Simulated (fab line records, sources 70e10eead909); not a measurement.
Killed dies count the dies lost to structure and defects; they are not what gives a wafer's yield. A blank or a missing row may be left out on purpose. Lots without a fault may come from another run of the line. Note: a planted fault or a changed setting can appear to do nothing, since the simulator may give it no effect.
Which tool did it? | flow nand-harc | 14 lots, 42 wafers sampled, at 3 steps of a route of 1302

== WHAT EACH GAUGE READ, for each wafer ==
NHARC_A_BONDPAD_THK_MEAS_20: measures by xrf.
lot  | measured     | on            | thk-nm (nm)
L751 | day 22 13:35 | film-metro-02 | 171.5 167.2 170.9
L753 | day 24 01:16 | film-metro-02 | 169.2 166.3 167.4
L752 | day 24 03:25 | film-metro-02 | 169.2 170.9 166.5
L754 | day 24 08:23 | film-metro-01 | 170.0 172.7 169.0
L758 | day 26 20:08 | film-metro-02 | 171.4 172.5 169.4
L762 | day 27 23:14 | film-metro-01 | 168.9 169.8 171.1
L760 | day 28 09:25 | film-metro-01 | 168.6 168.1 169.4
L765 | day 29 00:21 | film-metro-01 | 168.4 169.0 168.5
L766 | day 29 07:46 | film-metro-02 | 170.3 169.0 169.0
L770 | day 31 08:27 | film-metro-02 | 169.6 168.9 168.9
L771 | day 31 10:22 | film-metro-01 | 168.5 170.1 172.3
L773 | day 31 17:20 | film-metro-02 | 170.7 170.4 170.1
L772 | day 31 21:00 | film-metro-01 | 170.1 171.5 169.2
L774 | day 33 14:11 | film-metro-01 | 167.8 167.3 169.7

NHARC_THIN_TSV_CD_MEAS_33: the cd target is 5000 nm.
lot  | measured     | on        | cd-nm (nm)
L751 | day 23 09:55 | cd-sem-01 | 5001.1 4999.5 4999.5
L753 | day 24 21:04 | cd-sem-03 | 4999.2 4998.9 4997.9
L752 | day 24 19:44 | cd-sem-01 | 4998.5 4999.4 4999.8
L754 | day 25 03:48 | cd-sem-02 | 5000.7 4996.9 5000.2
L758 | day 27 14:23 | cd-sem-01 | 4997.5 5000.7 4998.4
L762 | day 28 20:12 | cd-sem-01 | 5000.7 4998.9 5001.0
L760 | day 29 04:12 | cd-sem-02 | 5001.4 4998.8 4999.7
L765 | day 29 20:01 | cd-sem-02 | 4998.6 5001.6 5003.3
L766 | day 30 05:07 | cd-sem-03 | 4997.8 4998.0 4999.8
L770 | day 32 08:13 | cd-sem-02 | 4998.1 4998.8 5001.9
L771 | day 32 09:38 | cd-sem-01 | 5000.1 4999.2 4999.7
L773 | day 32 18:52 | cd-sem-01 | 5000.0 4998.4 5001.0
L772 | day 32 19:59 | cd-sem-03 | 5001.4 5001.6 5000.8
L774 | day 34 08:42 | cd-sem-01 | 4998.6 4998.0 4997.5

== TOOL THAT RAN EACH LOT (tool first, then ch and the chambers of the sampled wafers, then the start) ==
lot  | NHARC_A_BONDPAD_ANNEAL_28
L751 | rtp-anneal-02 ch 0, day 22 12:55
L753 | rtp-anneal-01 ch 0, day 24 00:36
L752 | rtp-anneal-01 ch 0, day 24 02:50
L754 | rtp-anneal-02 ch 0, day 24 07:46
L758 | rtp-anneal-02 ch 0, day 26 19:29
L762 | rtp-anneal-01 ch 0, day 27 22:34
L760 | rtp-anneal-01 ch 0, day 28 08:46
L765 | rtp-anneal-01 ch 0, day 28 23:44
L766 | rtp-anneal-02 ch 0, day 29 07:12
L770 | rtp-anneal-01 ch 0, day 31 07:47
L771 | rtp-anneal-02 ch 0, day 31 09:46
L773 | rtp-anneal-02 ch 0, day 31 16:46
L772 | rtp-anneal-01 ch 0, day 31 20:20
L774 | rtp-anneal-01 ch 0, day 33 13:34
- NHARC_A_BONDPAD_ANNEAL_28: time 90 s.

== AS READ BY THE TOOLS THEMSELVES (means over the sampled wafers that have a number; for cases with no such wafer, the mark the record gives instead) ==
NHARC_A_BONDPAD_ANNEAL_28.
lot  | tool          | anneal-temp-c (C) | wafer_temp_C_max
L751 | rtp-anneal-02 | 224.99            | 226.9
L753 | rtp-anneal-01 | 225.22            | 226.6
L752 | rtp-anneal-01 | 225.01            | 227.0
L754 | rtp-anneal-02 | 225.07            | 227.0
L758 | rtp-anneal-02 | 225.10            | 227.0
L762 | rtp-anneal-01 | 225.17            | 226.9
L760 | rtp-anneal-01 | 225.04            | 226.5
L765 | rtp-anneal-01 | 224.88            | 226.5
L766 | rtp-anneal-02 | 225.11            | 226.8
L770 | rtp-anneal-01 | 224.93            | 226.7
L771 | rtp-anneal-02 | 224.87            | 227.0
L773 | rtp-anneal-02 | 225.04            | 227.1
L772 | rtp-anneal-01 | 225.16            | 226.6
L774 | rtp-anneal-01 | 225.04            | 226.7

== THE ANSWER, worked out from the rows above alone ==
Rule: the lots themselves supply what counts as usual. The widest of any qualifying gaps counts: lots, ordered by their means at a reading, are off when they make up no more than a third of the lots, leave a main group of 4 or more, and stand apart from it by 3 or more times the standard deviation of that group's means. A main group is skipped when, at the precision printed for the reading in the tables above, its means are all equal. Also off: a lot with no number at a reading for which 4 or more lots have one. All remaining lots with rows at the step are treated as sound. After the gauges, taken in route order, come the tools' own readings; for these a lot's mean is taken, as printed above. The first step at which some lot is off is used, and at that step the reading that is off furthest; a lot without a number counts as furthest.
Across all readings shown, no lot is off: no conclusion can be drawn from this.

== WHAT HAD BEEN PUT IN BY THE SIMULATOR ==
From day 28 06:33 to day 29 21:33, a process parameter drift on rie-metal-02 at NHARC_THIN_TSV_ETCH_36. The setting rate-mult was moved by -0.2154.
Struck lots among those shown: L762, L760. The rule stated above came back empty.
